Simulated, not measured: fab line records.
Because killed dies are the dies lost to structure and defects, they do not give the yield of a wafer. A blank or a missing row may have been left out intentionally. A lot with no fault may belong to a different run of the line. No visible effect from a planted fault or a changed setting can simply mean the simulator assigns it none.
fab line records + flow n5_finfet
[record]
- lots = 14
- wafers = 42
- last_day = 18
route steps=1938 shown DUMMY_GATE@218 SD_EPI_P@301
lots that met no fault: from a run of the same line without faults
start_h: start of the lot's first displayed wafer, in hours after the record's first day + wait_h: hours since the lot's step before + " same as the row above + L1.1+2: several wafers, shown together as one row + - either no value or no given start + * or withheld: withheld + < > ~ a bound
route shown NAME@n: names a module that has steps shown in the file, with the first one's number in the route + usual: mean/standard deviation taken from wafers without a fault + same: alike in all rows + chamber/n: place in a boat + sites: each site's reading + _std_site: their standard deviation + _edge_site: outer sites' mean less inner sites' + radius_mm: how far each site lies from the wafer's centre + mask NAME#n: copy n + behind: the tool/chamber that last shaped the wafer + hold: why the lot went on hold/how many hours it stayed there/how the hold came to an end + device: the n, p or np transistor that did not switch + end of line: tests run on the same wafers once the route is complete + step lacking rows: just its recipe + killed: not the wafer's yield, but the dies lost to structure and defects at the first sort + map: a wafer's dies, x killed, . not, _ none there
set.NAME: setting as actually run; set.NAME@STEP: the setting as run at that earlier step + model.NAME: the simulator's own value behind a step, which no gauge read
the route's steps for a sample of lots (tables are steps, rows are wafers)
services: the hour from which a tool's chamber was out of use, counted from the record's first day as start_h (under 0 if before that day), plus the number of hours and why
[[steps]]
[step N5_DUMMY_GATE_CMP_04]
[recipe]
- material = a-Si
- post_cmp_clean = alkaline_brush
[usual]
- motor_current_A = 10.1/1.2
- time_to_endpoint_s = 13.9/2.1
| lot.wafer | tool   | chamber | start_h | wait_h | motor_current_A | time_to_endpoint_s |
|-----------|--------|---------|---------|--------|-----------------|--------------------|
| L481.3    | cmp-03 | 3       | 45.37   | 0.1    | 11.1            | 8.4                |
| L481.4    | "      | 1       | "       | "      | 10.7            | 12.5               |
| L481.5    | "      | 3       | "       | "      | 11.3            | 10.2               |
| L483.3    | cmp-02 | 1       | 53.25   | 0.0    | 9.0             | 11.9               |
| L483.4    | "      | 2       | "       | "      | 12.7            | 13.4               |
| L483.1    | "      | 3       | "       | "      | 11.3            | 12.2               |
| L493.3    | cmp-02 | 0       | 117.87  | 0.0    | 7.8             | 11.4               |
| L493.2    | "      | 2       | "       | "      | 12.5            | 14.6               |
| L493.1    | "      | 3       | "       | "      | 11.4            | 13.1               |
| L494.2    | cmp-03 | 2       | 121.57  | 0.1    | 9.7             | 14.0               |
| L494.1    | "      | 3       | "       | "      | 11.7            | 10.2               |
| L494.6    | "      | 1       | "       | "      | 10.5            | 15.5               |
| L495.4    | cmp-01 | 1       | 125.22  | 0.1    | 8.9             | 12.9               |
| L495.1    | "      | 2       | "       | "      | 8.6             | 12.6               |
| L495.6    | "      | 1       | "       | "      | 8.3             | 14.9               |
| L496.3    | cmp-03 | 1       | 130.84  | 0.1    | 10.1            | 14.9               |
| L496.2    | "      | 3       | "       | "      | 10.9            | 12.5               |
| L496.5    | "      | 1       | "       | "      | 10.5            | 18.0               |
| L497.3    | cmp-01 | 1       | 136.20  | 0.1    | 8.4             | 16.0               |
| L497.4    | "      | 2       | "       | "      | 8.8             | 16.0               |
| L497.5    | "      | 0       | "       | "      | 11.2            | 14.9               |
| L498.2    | cmp-01 | 2       | 143.22  | 0.0    | 8.4             | 15.0               |
| L498.4    | "      | 3       | "       | "      | 9.4             | 11.3               |
| L498.6    | "      | 2       | "       | "      | 8.6             | 15.3               |
| L499.3    | cmp-03 | 2       | 149.40  | 0.1    | 10.3            | 15.0               |
| L499.2    | "      | 0       | "       | "      | 10.3            | 12.5               |
| L499.5    | "      | 2       | "       | "      | 9.5             | 16.3               |
| L500.4    | cmp-02 | 0       | 161.05  | 0.0    | 7.4             | 10.7               |
| L500.1    | "      | 3       | "       | "      | 10.5            | 13.5               |
| L500.6    | "      | 0       | "       | "      | 7.9             | 11.9               |
| L501.4    | cmp-01 | 0       | 161.66  | 0.0    | 10.7            | 13.4               |
| L501.3    | "      | 2       | "       | "      | 9.3             | 14.1               |
| L501.1    | "      | 3       | "       | "      | 9.7             | 12.1               |
| L502.2    | cmp-02 | 3       | 172.13  | 0.1    | 10.6            | 13.4               |
| L502.3    | "      | 0       | "       | "      | 7.7             | 7.0                |
| L502.4    | "      | 1       | "       | "      | 8.4             | 9.6                |
| L503.4    | cmp-03 | 3       | 173.58  | 0.0    | 10.7            | 12.1               |
| L503.3    | "      | 1       | "       | "      | 9.7             | 16.4               |
| L503.5    | "      | 3       | "       | "      | 11.8            | 12.5               |
| L504.2    | cmp-02 | 2       | 180.04  | 0.1    | 12.6            | 15.6               |
| L504.3    | "      | 3       | "       | "      | 11.3            | 15.0               |
| L504.4    | "      | 0       | "       | "      | 7.9             | 15.8               |
[step N5_DUMMY_GATE_OVL_MEAS_16]
[recipe]
- points_per_wafer = 522
[usual]
- GATE_OVL = -0.3/0.75
| lot.wafer | tool       | chamber | start_h | wait_h | GATE_OVL[nm] |
|-----------|------------|---------|---------|--------|--------------|
| L481.3    | overlay-02 | 0       | 49.92   | 0.0    | -1.7         |
| L481.4    | "          | 0       | "       | "      | -1.7         |
| L481.5    | "          | 0       | "       | "      | -1.2         |
| L483.1    | overlay-01 | 0       | 59.91   | 0.0    | -0.5         |
| L483.3    | "          | 0       | "       | "      | -0.3         |
| L483.4    | "          | 0       | "       | "      | -0.3         |
| L493.1    | overlay-02 | 0       | 122.45  | 0.0    | 0.7          |
| L493.2    | "          | 0       | "       | "      | 0.2          |
| L493.3    | "          | 0       | "       | "      | 1.0          |
| L494.1    | overlay-02 | 0       | 126.49  | 0.0    | -1.5         |
| L494.2    | "          | 0       | "       | "      | -0.8         |
| L494.6    | "          | 0       | "       | "      | -1.9         |
| L495.1    | overlay-01 | 0       | 129.76  | 0.0    | 0.1          |
| L495.4    | "          | 0       | "       | "      | -0.6         |
| L495.6    | "          | 0       | "       | "      | -0.3         |
| L496.2    | overlay-01 | 0       | 135.56  | 0.0    | -0.2         |
| L496.3    | "          | 0       | "       | "      | 1.4          |
| L496.5    | "          | 0       | "       | "      | 0.2          |
| L497.3    | overlay-02 | 0       | 140.72  | 0.0    | -0.7         |
| L497.4    | "          | 0       | "       | "      | 0.1          |
| L497.5    | "          | 0       | "       | "      | -1.4         |
| L498.2    | overlay-02 | 0       | 147.80  | 0.0    | 0.2          |
| L498.4    | "          | 0       | "       | "      | -1.0         |
| L498.6    | "          | 0       | "       | "      | -0.1         |
| L499.2    | overlay-01 | 0       | 154.07  | 0.0    | -0.2         |
| L499.3    | "          | 0       | "       | "      | 0.3          |
| L499.5    | "          | 0       | "       | "      | 0.5          |
| L500.1    | overlay-01 | 0       | 165.62  | 0.0    | 0.2          |
| L500.4    | "          | 0       | "       | "      | -0.4         |
| L500.6    | "          | 0       | "       | "      | 0.6          |
| L501.1    | overlay-01 | 0       | 166.35  | 0.0    | -0.4         |
| L501.3    | "          | 0       | "       | "      | -0.5         |
| L501.4    | "          | 0       | "       | "      | 0.0          |
| L502.2    | overlay-01 | 0       | 176.81  | 0.0    | -0.8         |
| L502.3    | "          | 0       | "       | "      | -0.8         |
| L502.4    | "          | 0       | "       | "      | -1.4         |
| L503.3    | overlay-02 | 0       | 178.18  | 0.0    | -0.7         |
| L503.4    | "          | 0       | "       | "      | 0.0          |
| L503.5    | "          | 0       | "       | "      | -0.8         |
| L504.2    | overlay-02 | 0       | 186.57  | 0.0    | 0.8          |
| L504.3    | "          | 0       | "       | "      | 0.4          |
| L504.4    | "          | 0       | "       | "      | -0.5         |
[step N5_SD_EPI_P_PEB_07]
[recipe]
- peb_temp_c = 110
- peb_time_s = 60
- resist = CAR-ArF-block
[usual]
- chill_plate_temp_C = 23.01/0.11
- exhaust_pa = 45.0/0.93
| lot.wafer | tool           | chamber | start_h | wait_h | chill_plate_temp_C | exhaust_pa |
|-----------|----------------|---------|---------|--------|--------------------|------------|
| L481.3    | litho_track-04 | 0       | 57.75   | 0.0    | 22.87              | 45.8       |
| L481.4    | "              | 0       | "       | "      | 22.99              | 45.1       |
| L481.5    | "              | 0       | "       | "      | 22.86              | 45.2       |
| L483.1    | litho_track-03 | 0       | 66.47   | 0.1    | 22.90              | 45.9       |
| L483.3    | "              | 0       | "       | "      | 23.04              | 45.7       |
| L483.4    | "              | 0       | "       | "      | 23.17              | 45.5       |
| L493.1    | litho_track-01 | -       | 129.33  | 0.1    | -                  | -          |
| L493.2    | "              | -       | "       | "      | -                  | -          |
| L493.3    | "              | -       | "       | "      | -                  | -          |
| L494.1    | litho_track-04 | -       | 134.97  | 0.1    | -                  | -          |
| L494.2    | "              | -       | "       | "      | -                  | -          |
| L494.6    | "              | -       | "       | "      | -                  | -          |
| L495.1    | litho_track-01 | 0       | 137.60  | 0.1    | 23.04              | 44.5       |
| L495.4    | "              | 0       | "       | "      | 23.04              | 44.5       |
| L495.6    | "              | 0       | "       | "      | 23.03              | 44.7       |
| L496.2    | litho_track-03 | 0       | 143.66  | 0.0    | 22.87              | 44.4       |
| L496.3    | "              | 0       | "       | "      | 22.84              | 45.0       |
| L496.5    | "              | 0       | "       | "      | 23.09              | 45.4       |
| L497.3    | litho_track-04 | 0       | 148.87  | 0.0    | 22.77              | 45.1       |
| L497.4    | "              | 0       | "       | "      | 22.94              | 45.0       |
| L497.5    | "              | 0       | "       | "      | 22.88              | 46.1       |
| L498.2    | litho_track-04 | 0       | 154.30  | 0.0    | 23.21              | 44.5       |
| L498.4    | "              | 0       | "       | "      | 23.12              | 44.4       |
| L498.6    | "              | 0       | "       | "      | 23.23              | 43.2       |
| L499.2    | litho_track-03 | 0       | 161.78  | 0.0    | 22.96              | 44.7       |
| L499.3    | "              | 0       | "       | "      | 23.03              | 45.0       |
| L499.5    | "              | 0       | "       | "      | 22.87              | 45.1       |
| L500.1    | litho_track-01 | 0       | 172.25  | 0.1    | 22.94              | 43.1       |
| L500.4    | "              | 0       | "       | "      | 22.99              | 44.0       |
| L500.6    | "              | 0       | "       | "      | 22.99              | 43.6       |
| L501.1    | litho_track-04 | 0       | 173.25  | 0.1    | 23.06              | 45.7       |
| L501.3    | "              | 0       | "       | "      | 22.98              | 45.3       |
| L501.4    | "              | 0       | "       | "      | 23.10              | 45.2       |
| L502.2    | litho_track-03 | 0       | 185.07  | 0.0    | 22.82              | 46.0       |
| L502.3    | "              | 0       | "       | "      | 22.90              | 46.3       |
| L502.4    | "              | 0       | "       | "      | 22.78              | 44.3       |
| L503.3    | litho_track-03 | 0       | 185.24  | 0.0    | 22.83              | 45.1       |
| L503.4    | "              | 0       | "       | "      | 23.01              | 46.5       |
| L503.5    | "              | 0       | "       | "      | 23.03              | 44.4       |
| L504.2    | litho_track-04 | 0       | 194.30  | 0.0    | 23.06              | 44.1       |
| L504.3    | "              | 0       | "       | "      | 23.23              | 44.5       |
| L504.4    | "              | 0       | "       | "      | 23.03              | 43.8       |
[step N5_SD_EPI_P_ETCH_47]
[recipe]
- chemistry = CH3F/O2
- target = SiOCN
- target_depth_a = 250
- mask_material = SOC
- ion_energy_ev = 60
- bias_w = 29
- pressure_mtorr = 30
- source_w = 410
- Ar_flow_sccm = 150
- CH3F_flow_sccm = 30
- O2_flow_sccm = 20
[usual]
- drypump_motor_current_A = 5.8/0.62
- oes_product_au = 0.75/0.08
- rf_vpp_V = 127.3/1.6
- showerhead_plenum_p_Torr = 1.99/0.08
- throttle_valve_pct = 16.35/0.21
| lot.wafer | tool        | chamber | start_h | wait_h | drypump_motor_current_A | oes_product_au | rf_hours_counter_h | rf_vpp_V | showerhead_plenum_p_Torr | throttle_valve_pct |
|-----------|-------------|---------|---------|--------|-------------------------|----------------|--------------------|----------|--------------------------|--------------------|
| L481.3    | rie_diel-03 | 3       | 58.42   | 0.1    | 6.4                     | 0.70           | 233                | 128.2    | 1.89                     | 16.39              |
| L481.4    | "           | 1       | "       | "      | 6.1                     | 0.76           | 112                | 131.5    | 2.09                     | 16.35              |
| L481.5    | "           | 2       | "       | "      | 5.5                     | 0.76           | -                  | 127.8    | 2.00                     | 16.41              |
| L483.1    | rie_diel-03 | 1       | 67.14   | 0.1    | 6.1                     | 0.75           | 115                | 129.7    | 2.09                     | 16.35              |
| L483.3    | "           | 0       | "       | "      | 5.1                     | 0.77           | 136                | 126.8    | 1.92                     | 16.15              |
| L483.4    | "           | 2       | "       | "      | 5.5                     | 0.76           | 156                | 127.4    | 2.00                     | 16.40              |
| L493.1    | rie_diel-04 | 3       | 130.11  | 0.1    | 6.8                     | 0.70           | 192                | 126.4    | 1.90                     | 16.18              |
| L493.2    | "           | 0       | "       | "      | 5.4                     | 0.78           | 139                | 126.5    | 2.09                     | 16.47              |
| L493.3    | "           | 1       | "       | "      | 5.4                     | 0.68           | 244                | 128.6    | 2.06                     | 16.64              |
| L494.1    | rie_diel-01 | 2       | 135.98  | 0.1    | 6.5                     | 0.69           | 235                | 127.5    | 1.97                     | 16.69              |
| L494.2    | "           | 0       | "       | "      | 5.9                     | 0.98           | 6                  | 127.2    | 2.13                     | 15.96              |
| L494.6    | "           | 2       | "       | "      | 6.6                     | 0.68           | -                  | 127.9    | 1.97                     | 16.69              |
| L495.1    | rie_diel-03 | 2       | 138.45  | 0.1    | 5.5                     | 0.74           | 171                | 128.0    | 2.00                     | 16.44              |
| L495.4    | "           | 1       | "       | "      | 6.1                     | 0.74           | -                  | 129.3    | 2.09                     | 16.39              |
| L495.6    | "           | 0       | "       | "      | 5.1                     | 0.74           | -                  | 126.9    | 1.92                     | 16.16              |
| L496.2    | rie_diel-04 | 1       | 145.02  | 0.1    | 5.4                     | 0.68           | 251                | 128.0    | 2.06                     | 16.65              |
| L496.3    | "           | 0       | "       | "      | 5.3                     | 0.78           | 146                | 126.1    | 2.09                     | 16.47              |
| L496.5    | "           | 0       | "       | "      | 5.4                     | 0.78           | -                  | 125.0    | 2.09                     | 16.46              |
| L497.3    | rie_diel-04 | 3       | 149.53  | 0.1    | 6.8                     | 0.69           | 201                | 124.5    | 1.90                     | 16.21              |
| L497.4    | "           | 1       | "       | "      | 5.4                     | 0.67           | -                  | 128.9    | 2.06                     | 16.66              |
| L497.5    | "           | 3       | "       | "      | 6.8                     | 0.68           | -                  | 126.2    | 1.90                     | 16.19              |
| L498.2    | rie_diel-04 | 3       | 155.35  | 0.1    | 6.7                     | 0.69           | 204                | 125.9    | 1.90                     | 16.20              |
| L498.4    | "           | 2       | "       | "      | 6.1                     | 0.71           | -                  | 125.6    | 1.98                     | 16.47              |
| L498.6    | "           | 2       | "       | "      | 6.1                     | 0.70           | -                  | 129.2    | 1.98                     | 16.48              |
| L499.2    | rie_diel-01 | 1       | 162.45  | 0.1    | 4.7                     | 0.98           | 0                  | 128.3    | 2.05                     | 16.20              |
| L499.3    | "           | 2       | "       | "      | 6.6                     | 0.68           | 246                | 127.6    | 1.97                     | 16.70              |
| L499.5    | "           | 2       | "       | "      | 6.6                     | 0.67           | -                  | 126.5    | 1.97                     | 16.71              |
| L500.1    | rie_diel-03 | 2       | 172.95  | 0.1    | 5.5                     | 0.74           | 182                | 126.8    | 1.99                     | 16.47              |
| L500.4    | "           | 1       | "       | "      | 6.1                     | 0.73           | 142                | 129.5    | 2.08                     | 16.39              |
| L500.6    | "           | 3       | "       | "      | 6.5                     | 0.93           | -                  | 131.3    | 2.14                     | 15.94              |
| L501.1    | rie_diel-01 | 3       | 173.92  | 0.1    | 6.2                     | 0.78           | 105                | 128.2    | 1.93                     | 16.12              |
| L501.3    | "           | 1       | "       | "      | 4.7                     | 0.97           | 3                  | 126.6    | 2.05                     | 16.22              |
| L501.4    | "           | 0       | "       | "      | 6.0                     | 0.94           | 19                 | 126.8    | 2.12                     | 16.01              |
| L502.2    | rie_diel-03 | 3       | 185.74  | 0.1    | 6.4                     | 0.93           | 12                 | 128.9    | 2.14                     | 15.96              |
| L502.3    | "           | 0       | "       | "      | 5.1                     | 0.73           | 167                | 126.4    | 1.91                     | 16.18              |
| L502.4    | "           | 2       | "       | "      | 5.4                     | 0.73           | -                  | 127.7    | 1.99                     | 16.47              |
| L503.3    | rie_diel-04 | 2       | 186.09  | 0.1    | 6.1                     | 0.70           | 228                | 127.6    | 1.97                     | 16.53              |
| L503.4    | "           | 0       | "       | "      | 5.4                     | 0.76           | 158                | 125.3    | 2.09                     | 16.49              |
| L503.5    | "           | 0       | "       | "      | 5.4                     | 0.76           | -                  | 125.5    | 2.09                     | 16.50              |
| L504.2    | rie_diel-01 | 3       | 195.26  | 0.1    | 6.2                     | 0.77           | 113                | 129.2    | 1.93                     | 16.15              |
| L504.3    | "           | 0       | "       | "      | 5.9                     | 0.92           | -                  | 126.0    | 2.12                     | 16.03              |
| L504.4    | "           | 3       | "       | "      | 6.2                     | 0.76           | -                  | 128.4    | 1.93                     | 16.14              |
[[services]]
| tool        | chamber | start_h | hours | kind                          |
|-------------|---------|---------|-------|-------------------------------|
| cmp-01      | -       | 25.61   | 4.0   | pm                            |
| cmp-03      | -       | 28.00   | 2.6   | repair                        |
| rie_diel-01 | -       | 40.54   | 1.4   | repair                        |
| cmp-02      | -       | 41.32   | 10.5  | pm                            |
| rie_diel-01 | -       | 45.33   | 4.0   | pm                            |
| cmp-02      | -       | 70.03   | 10.8  | pm                            |
| rie_diel-04 | 0       | 78.56   | 1.2   | repair                        |
| cmp-02      | -       | 86.24   | 0.6   | repair                        |
| cmp-01      | -       | 91.32   | 4.6   | pm                            |
| cmp-01      | -       | 120.55  | 1.3   | repair                        |
| rie_diel-03 | 3       | 122.82  | -     | clean                         |
| rie_diel-03 | 3       | 122.82  | -     | consumable_replace:focus_ring |
| rie_diel-03 | 3       | 122.82  | -     | consumable_replace:showerhead |
| rie_diel-03 | 3       | 122.82  | 24.2  | scheduled_down                |
| rie_diel-03 | 3       | 122.82  | 24.2  | vent_cycle                    |
| rie_diel-03 | -       | 123.29  | 14.6  | pm                            |
| rie_diel-04 | 2       | 124.85  | 24.6  | repair                        |
| cmp-02      | -       | 129.62  | 4.0   | pm                            |
| cmp-03      | -       | 158.87  | 4.2   | repair                        |
| rie_diel-04 | 0       | 161.53  | 6.6   | repair                        |
| cmp-02      | -       | 163.61  | 2.4   | repair                        |
| rie_diel-03 | 1       | 175.27  | 12.3  | repair                        |
| cmp-02      | -       | 184.71  | 0.3   | repair                        |
| rie_diel-04 | 3       | 193.45  | 8.9   | repair                        |
[[key]]
[first_sign]
- step = N5_SD_EPI_P_PEB_07
- reading = tool_record
- direction = missing
effect none on later readings
met_at N5_SD_EPI_P_PEB_07
struck_lots L493,L494
later_rows_left_out L493.1,L493.2,L493.3,L494.1,L494.2,L494.6
sort_left_out L493.1,L493.2,L493.3,L494.1,L494.2,L494.6
not_acting_at N5_DUMMY_GATE_CMP_04,N5_DUMMY_GATE_OVL_MEAS_16,N5_SD_EPI_P_ETCH_47
onset_between 57.75 129.33
[fault]
- kind = skipped_step_whole
- tool = litho_track-01,litho_track-04
- chamber = -
- onset_h = 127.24
- steps = N5_SD_EPI_P_PEB_07
- scope = struck_lots_only
// sort_left_out: the simulated sort isn't trusted on such a fault, so these wafers' sort isn't shown, and their yield isn't known
// later_rows_left_out: the simulator's readings of these wafers behind a module that went badly wrong aren't trusted and aren't shown, but for the sort
